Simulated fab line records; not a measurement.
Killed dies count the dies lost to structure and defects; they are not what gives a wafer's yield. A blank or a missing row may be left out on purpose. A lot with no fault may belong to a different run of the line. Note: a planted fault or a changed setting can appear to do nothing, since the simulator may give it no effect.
Matching of chambers + flow n5Finfet + 4 sister chambers for N5_BEOL_M10_STRIP_36 on rieDiel-05
The step strips in N2/H2. 27 wafers are shown with their chamber, then 12 later ones without.

WAFERS, EACH WITH ITS CHAMBER
| wafer  | chamber | drypumpMotorCurrentA (A) | throttleValvePct (%) | showerheadPlenumPTorr (Torr) |
|--------|---------|--------------------------|----------------------|------------------------------|
| L074.1 | 2       | 5.7                      | 23.16                | 2.62                         |
| L074.3 | 1       | 5.2                      | 23.72                | 2.52                         |
| L074.6 | 1       | 5.2                      | 23.72                | 2.52                         |
| L076.1 | 3       | 5.2                      | 23.84                | 2.48                         |
| L076.4 | 2       | 5.7                      | 23.21                | 2.62                         |
| L076.6 | 1       | 5.2                      | 23.73                | 2.52                         |
| L075.1 | 1       | 5.2                      | 23.74                | 2.52                         |
| L075.2 | 2       | 5.7                      | 23.19                | 2.62                         |
| L075.3 | 3       | 5.2                      | 23.82                | 2.48                         |
| L075.4 | 0       | 5.7                      | 23.59                | 2.51                         |
| L075.5 | 1       | 5.2                      | 23.73                | 2.52                         |
| L075.6 | 0       | 5.7                      | 23.56                | 2.51                         |
| L077.2 | 0       | 5.7                      | 23.60                | 2.51                         |
| L077.3 | 2       | 5.6                      | 23.14                | 2.61                         |
| L077.5 | 1       | 5.2                      | 23.75                | 2.51                         |
| L081.3 | 0       | 5.7                      | 23.59                | 2.51                         |
| L081.5 | 2       | 5.7                      | 23.22                | 2.61                         |
| L081.6 | 0       | 5.7                      | 23.62                | 2.51                         |
| L083.2 | 3       | 5.2                      | 23.83                | 2.47                         |
| L083.3 | 0       | 5.7                      | 23.59                | 2.50                         |
| L083.4 | 1       | 5.2                      | 23.74                | 2.51                         |
| L085.1 | 2       | 5.7                      | 23.25                | 2.61                         |
| L085.2 | 0       | 5.7                      | 23.60                | 2.50                         |
| L085.3 | 3       | 5.2                      | 23.86                | 2.47                         |
| L086.1 | 1       | 5.1                      | 23.73                | 2.51                         |
| L086.2 | 0       | 5.7                      | 23.62                | 2.50                         |
| L086.4 | 2       | 5.6                      | 23.23                | 2.60                         |

SIGNATURES (means of the wafers above)
| reading               | chamber 0 | chamber 1 | chamber 2 | chamber 3 | scatter within a chamber |
|-----------------------|-----------|-----------|-----------|-----------|--------------------------|
| drypumpMotorCurrentA  | 5.700     | 5.188     | 5.671     | 5.200     | 0.0316                   |
| throttleValvePct      | 23.5963   | 23.7325   | 23.2000   | 23.8375   | 0.0241                   |
| showerheadPlenumPTorr | 2.5062    | 2.5162    | 2.6129    | 2.4750    | 0.00596                  |
Rule: a wafer lies at a distance from a chamber equal to the root of the sum of squares, over the readings, of (its reading less the chamber's mean, divided by the reading's scatter). If the next closest chamber is less than 2 further off than the closest, the wafer can't be placed; otherwise it belongs to the closest. The scatter is the square root of a quotient: the sum, over the shown wafers, of each reading's squared deviation from its chamber's mean, divided by wafers minus chambers.

WAFERS WITHOUT THEIR CHAMBER
| wafer  | drypumpMotorCurrentA (A) | throttleValvePct (%) | showerheadPlenumPTorr (Torr) |
|--------|--------------------------|----------------------|------------------------------|
| L088.2 | 5.7                      | 23.60                | 2.50                         |
| L088.3 | 5.2                      | 23.71                | 2.51                         |
| L088.5 | 5.7                      | 23.59                | 2.50                         |
| L090.1 | 5.2                      | 23.89                | 2.47                         |
| L090.3 | 5.7                      | 23.23                | 2.60                         |
| L090.4 | 5.7                      | 23.66                | 2.49                         |
| L093.2 | 5.7                      | 23.66                | 2.49                         |
| L093.5 | 5.7                      | 23.67                | 2.49                         |
| L093.6 | 5.2                      | 23.78                | 2.50                         |
| L095.1 | 5.7                      | 23.63                | 2.49                         |
| L095.2 | 5.2                      | 23.79                | 2.50                         |
| L095.6 | 5.6                      | 23.22                | 2.60                         |

EACH ONE'S CHAMBER
| wafer  | from the rows above     | in truth |
|--------|-------------------------|----------|
| L088.2 | 0                       | 0        |
| L088.3 | 1                       | 1        |
| L088.5 | 0                       | 0        |
| L090.1 | 3                       | 3        |
| L090.3 | 2                       | 2        |
| L090.4 | 0                       | 0        |
| L093.2 | 0                       | 0        |
| L093.5 | 0                       | 0        |
| L093.6 | can't be placed: 1 or 3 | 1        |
| L095.1 | 0                       | 0        |
| L095.2 | can't be placed: 1 or 3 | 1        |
| L095.6 | 2                       | 2        |
Correctly placed: 10 of 12. Not placeable from these rows: 2 (in 2, the candidates include the true chamber). Wrongly placed: 0.
